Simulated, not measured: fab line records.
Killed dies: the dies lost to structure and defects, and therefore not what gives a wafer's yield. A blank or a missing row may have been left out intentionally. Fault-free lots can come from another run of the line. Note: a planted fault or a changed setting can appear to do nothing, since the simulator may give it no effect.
What tool caused it? || flow n5_finfet || 20 wafers from 7 lots sampled at 5 of the route's 1938 steps

== WHAT EACH GAUGE READ, for each wafer ==
N5_BEOL_M4_RC_MEAS_101.
{"lot": "L734", "measured": "day 8 17:10", "on": "prober-02", "DIBL_N (mV/V)": "37.9 36.6 39.2"}
{"lot": "L736", "measured": "day 9 06:56", "on": "prober-02", "DIBL_N (mV/V)": "36.3 36.4 36.9"}
{"lot": "L738", "measured": "day 9 18:08", "on": "prober-01", "DIBL_N (mV/V)": "35.6 36.1 34.8"}
{"lot": "L741", "measured": "day 10 17:29", "on": "prober-02", "DIBL_N (mV/V)": "35.6 35.1"}
{"lot": "L744", "measured": "day 11 12:26", "on": "prober-02", "DIBL_N (mV/V)": "35.3 33.6 34.6"}
{"lot": "L750", "measured": "day 13 17:08", "on": "prober-01", "DIBL_N (mV/V)": "34.9 35.7 36.4"}
{"lot": "L753", "measured": "day 14 16:55", "on": "prober-02", "DIBL_N (mV/V)": "34.9 40.0 37.2"}

== WHAT TOOL EACH LOT RAN ON (gives the tool, then ch and the chambers of the sampled wafers, and finally the start) ==
{"lot": "L734", "N5_BEOL_M0_HM_OPEN_105": "rie_metal-02 ch 0, day 6 22:19", "N5_BEOL_M0_ETCH_128": "rie_diel-01 ch 0,1,3, day 6 22:57", "N5_BEOL_M0_TRENCH_ETCH_107": "rie_diel-01 ch 0,1,3, day 6 23:00", "N5_BEOL_M0_CVD_115": "cvd_co-02 ch 1,2, day 6 23:47"}
{"lot": "L736", "N5_BEOL_M0_HM_OPEN_105": "rie_metal-01 ch 0,1, day 7 06:27", "N5_BEOL_M0_ETCH_128": "rie_diel-06 ch 1,3, day 7 06:46", "N5_BEOL_M0_TRENCH_ETCH_107": "rie_diel-06 ch 1,3, day 7 06:49", "N5_BEOL_M0_CVD_115": "cvd_co-01 ch 0,2, day 7 08:35"}
{"lot": "L738", "N5_BEOL_M0_HM_OPEN_105": "rie_metal-01 ch 0,1, day 7 20:20", "N5_BEOL_M0_ETCH_128": "rie_diel-06 ch 1,3, day 7 20:42", "N5_BEOL_M0_TRENCH_ETCH_107": "rie_diel-06 ch 1,3, day 7 20:44", "N5_BEOL_M0_CVD_115": "cvd_co-01 ch 0,1,2, day 7 22:24"}
{"lot": "L741", "N5_BEOL_M0_HM_OPEN_105": "rie_metal-03 ch 1, day 8 16:05", "N5_BEOL_M0_ETCH_128": "rie_diel-06 ch 0,3, day 8 16:31", "N5_BEOL_M0_TRENCH_ETCH_107": "rie_diel-06 ch 0,3, day 8 16:33", "N5_BEOL_M0_CVD_115": "cvd_co-02 ch 0,1, day 8 19:01"}
{"lot": "L744", "N5_BEOL_M0_HM_OPEN_105": "rie_metal-01 ch 1, day 9 03:43", "N5_BEOL_M0_ETCH_128": "rie_diel-06 ch 0,1,3, day 9 04:01", "N5_BEOL_M0_TRENCH_ETCH_107": "rie_diel-06 ch 0,1,3, day 9 04:04", "N5_BEOL_M0_CVD_115": "cvd_co-02 ch 1,2, day 9 05:48"}
{"lot": "L750", "N5_BEOL_M0_HM_OPEN_105": "rie_metal-01 ch 0,1, day 11 00:04", "N5_BEOL_M0_ETCH_128": "rie_diel-03 ch 2,3, day 11 02:04", "N5_BEOL_M0_TRENCH_ETCH_107": "rie_diel-03 ch 2,3, day 11 02:07", "N5_BEOL_M0_CVD_115": "cvd_co-01 ch 0,1,2, day 11 04:54"}
{"lot": "L753", "N5_BEOL_M0_HM_OPEN_105": "rie_metal-02 ch 1, day 11 23:05", "N5_BEOL_M0_ETCH_128": "rie_diel-03 ch 0,1,3, day 11 23:24", "N5_BEOL_M0_TRENCH_ETCH_107": "rie_diel-03 ch 0,1,3, day 11 23:27", "N5_BEOL_M0_CVD_115": "cvd_co-02 ch 0,1,2, day 12 00:41"}
- N5_BEOL_M0_HM_OPEN_105: chemistry Cl2/BCl3, target TiN, target depth 12 nm.
- N5_BEOL_M0_ETCH_128: etches SiCN in CF4/N2, target depth 12 nm, overetch 5.1 nm, time 21.4 s.
- N5_BEOL_M0_TRENCH_ETCH_107: etches SiOC in C4F6/O2, target depth 32.8 nm, time 16.4 s.
- N5_BEOL_M0_CVD_115: deposits Co from CCTBA/H2, time 120 s.

== THE ANSWER, worked out from the rows above alone ==
Rule: usual is defined by the lots themselves. Put in order of their means at a reading, lots are off if they are a third of the lots or fewer, leave a main group of 4 or more, and stand apart from it by a gap of 3 or more times the standard deviation of the main group's means; of several such gaps the widest counts. If all means in a main group match to the digits the tables above print for the reading, that group is not used. Also off: a lot with no number at a reading for which 4 or more lots have one. Any other lot the step has rows for is counted as sound.
No lot is off at any reading shown: from this, nothing can be told.

== WHAT WAS PUT IN BY THE SIMULATOR ==
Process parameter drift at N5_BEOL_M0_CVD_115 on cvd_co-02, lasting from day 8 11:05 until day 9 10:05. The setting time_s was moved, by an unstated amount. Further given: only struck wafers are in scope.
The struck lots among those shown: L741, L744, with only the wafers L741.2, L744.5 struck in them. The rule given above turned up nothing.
